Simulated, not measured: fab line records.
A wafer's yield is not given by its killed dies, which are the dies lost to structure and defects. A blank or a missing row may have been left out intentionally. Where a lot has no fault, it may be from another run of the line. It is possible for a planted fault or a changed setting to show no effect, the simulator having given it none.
One fault seen from 3 desks | flow n5Finfet | each desk holds nothing but its own numbers, with what lay behind them at the end
Where a reading is given only as a bound, like >300, the bound stands for it, and a mean or a difference that rests on one is marked > or <: the true number lies beyond.

## TOOL OWNER'S DESK, pecvd-03
The tool's own readings at N5_BEOL_M0_SAQP_PECVD_96 (deposits a-Si from SiH4/He, target thk 45 nm, time 45.2 s): means of the sampled wafers that have a number, for each lot that ran on this tool. Marked OUT: a lot whose mean sits more than 4 standard deviations from the usual mean, which makes it out of limits; the brackets give that distance.
Columns: A = heaterPowerW at N5_BEOL_M0_SAQP_PECVD_96, usual 628 W; B = showerheadPlenumPTorr at N5_BEOL_M0_SAQP_PECVD_96, usual 5.70 Torr; C = throttleValvePct at N5_BEOL_M0_SAQP_PECVD_96, usual 18.2 %
lot  | first seen here | A   | B    | C
L449 | day 6 20:23     | 661 | 5.63 | 18.5
L450 | day 7 04:28     | 685 | 5.68 | 18.6
L458 | day 11 12:38    | 659 | 5.64 | 17.1
L461 | day 11 12:49    | 684 | 5.63 | 17.9
Finding of this desk: none of the 4 lots has anything out of limits.

## FROM THE METROLOGY DESK
What the gauges read, lot by lot, whatever tool the lot ran on: means of the sampled wafers that have a number. Marked OUT: a lot whose mean sits more than 4 standard deviations from the usual mean, which makes it out of limits; the brackets give that distance. 7 of its 10 readings are shown, namely those furthest out on some lot.
Columns: A = DIBL_N at N5_BEOL_M4_RC_MEAS_101, usual 36.5 mV/V; B = DIBL_P at N5_BEOL_M4_RC_MEAS_101, usual 36.5 mV/V; C = IOFF_P at N5_BEOL_M4_RC_MEAS_101, usual 0.221 nA/um; D = ION_P at N5_BEOL_M4_RC_MEAS_101, usual 466 uA/um; E = SS_N at N5_BEOL_M4_RC_MEAS_101, usual 71.6 mV/dec; F = SS_P at N5_BEOL_M4_RC_MEAS_101, usual 73.3 mV/dec; G = VT_P at N5_BEOL_M4_RC_MEAS_101, usual -249 mV
lot  | first seen here | A    | B    | C     | D   | E    | F    | G
L450 | day 11 14:50    | 36.7 | 37.6 | 0.182 | 458 | 71.6 | 73.2 | -254
L449 | day 11 17:19    | 35.2 | 35.5 | 0.194 | 464 | 71.7 | 73.1 | -252
L454 | day 12 23:46    | 36.4 | 36.0 | 0.194 | 457 | 71.8 | 73.4 | -253
L458 | day 14 00:28    | 35.6 | 35.1 | 0.183 | 461 | 71.6 | 72.8 | -252
L459 | day 14 08:17    | 35.4 | 36.7 | 0.226 | 477 | 71.4 | 73.4 | -248
L461 | day 14 11:44    | 35.4 | 37.8 | 0.234 | 467 | 72.2 | 73.2 | -247
L465 | day 15 21:52    | 35.2 | 34.6 | 0.241 | 476 | 71.4 | 72.8 | -244
L466 | day 16 07:52    | 38.3 | 38.0 | 0.247 | 467 | 72.2 | 74.3 | -248
Finding of this desk: none of the 8 lots has anything out of limits.

## THE DEFECT DESK
Counts from the inspections along the route, per lot, as means over the sampled wafers that have a number. Marked OUT: a lot whose mean sits more than 4 standard deviations from the usual mean, which makes it out of limits; the brackets give that distance.
Columns: A = rawDefectCount at N5_BEOL_M0_SAQP_INSPECT_16, usual 519; B = rawDefectCount at N5_BEOL_M0_SAQP_INSPECT_42, usual 286; C = rawDefectCount at N5_BEOL_M0_CUTY_INSPECT_59, usual 2.1
lot  | first seen here | A               | B              | C
L449 | day 6 21:06     | 372             | 223            | 2.7
L450 | day 7 05:15     | 400             | 299            | 0.0
L454 | day 10 06:45    | 637             | 338            | 2.0
L458 | day 11 13:25    | 1045 (+4.0) OUT | 677 (+4.8) OUT | >102 (>+66) OUT
L459 | day 11 13:34    | 523             | 344            | 2.0
L461 | day 11 13:38    | 639             | 449            | >102 (>+67) OUT
L465 | day 12 20:35    | 512             | 274            | 3.7
L466 | day 12 23:57    | 586             | 218            | 1.0
Finding of this desk: L458, L461 out of limits; the first was L458 at day 11 13:25, on rawDefectCount at N5_BEOL_M0_SAQP_INSPECT_16. In limits: L449, L450, L454, L459, L465, L466.

## PUT TOGETHER
The defect desk could have raised an alarm at day 11 13:25, on L458, L461.
The tool owner's desk saw nothing out of limits.
The metrology desk saw nothing out of limits.
The tool owner's desk has L458, L461 on record, within its limits.
The metrology desk has L458, L461 on record, within its limits.
N5_BEOL_M0_SAQP_PECVD_96 was run on pecvd-03 by each of the lots named.

## WHAT THE SIMULATOR HAD PUT IN
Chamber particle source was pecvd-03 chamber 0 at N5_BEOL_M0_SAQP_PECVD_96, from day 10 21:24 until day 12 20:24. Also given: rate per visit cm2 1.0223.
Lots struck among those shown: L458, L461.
Hours from the fault's start to each desk's first reading out of limits: the defect desk, 16.
